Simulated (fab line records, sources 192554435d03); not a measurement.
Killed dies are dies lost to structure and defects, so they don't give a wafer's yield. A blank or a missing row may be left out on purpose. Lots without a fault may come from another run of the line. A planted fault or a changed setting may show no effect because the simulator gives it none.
Chamber matching | flow n5_finfet | N5_GATE_CUT_SAC_CAP_01 on ald_sin-04: 4 sister chambers
The step material SiNx, target thk 24 nm, pulse time 1 s, ald cycles 480. 8 wafers are shown with their chamber, then 10 later ones without.

WAFERS WITH THEIR CHAMBER
wafer  | chamber | heater_power_w (W) | precursor_pulse_height_rel
L083.5 | 2       | 808                | 0.993
L086.3 | 2       | 805                | 1.003
L087.5 | 0       | 836                | 0.993
L088.2 | 3       | 690                | 1.020
L088.3 | 1       | 725                | 1.004
L088.5 | 1       | 735                | 1.019
L089.1 | 0       | 844                | 1.043
L089.2 | 3       | 734                | 1.013

WAFERS WITHOUT THEIR CHAMBER
wafer  | heater_power_w (W) | precursor_pulse_height_rel
L089.4 | 777                | 1.003
L090.1 | 733                | 1.001
L090.2 | 855                | 1.001
L090.3 | 745                | 1.011
L093.1 | 810                | 0.973
L093.4 | 740                | 0.993
L093.6 | 798                | 1.048
L094.1 | 836                | 1.004
L094.2 | 813                | 1.026
L094.3 | 739                | 0.992

WHICH CHAMBER EACH WENT THROUGH
wafer  | from the rows above          | in truth
L089.4 | can't be placed: 2 or 1      | 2
L090.1 | can't be placed: 1 or 3      | 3
L090.2 | can't be placed: 0 or 2      | 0
L090.3 | can't be placed: 1 or 3      | 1
L093.1 | can't be placed: 2 or 0      | 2
L093.4 | can't be placed: 1 or 3      | 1
L093.6 | can't be placed: 2 or 0 or 1 | 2
L094.1 | can't be placed: 0 or 2      | 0
L094.2 | can't be placed: 2 or 0      | 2
L094.3 | can't be placed: 1 or 3      | 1
Placed correctly: 0 of 10. Can't be placed from these rows: 10 (the true chamber is among the candidates in 10). Placed wrongly: 0.
How it was worked out, from the rows above alone: a wafer's distance from a chamber is the root of the sum, over the readings, of the square of ((its reading less the chamber's mean) divided by the reading's scatter). The wafer belongs to the nearest chamber; if the next one is less than 2 further off, it can't be placed. A chamber's mean is the mean of its shown wafers. The scatter: the root of (the sum of the squares of (reading less its chamber's mean) over the shown wafers, divided by (wafers less chambers)).
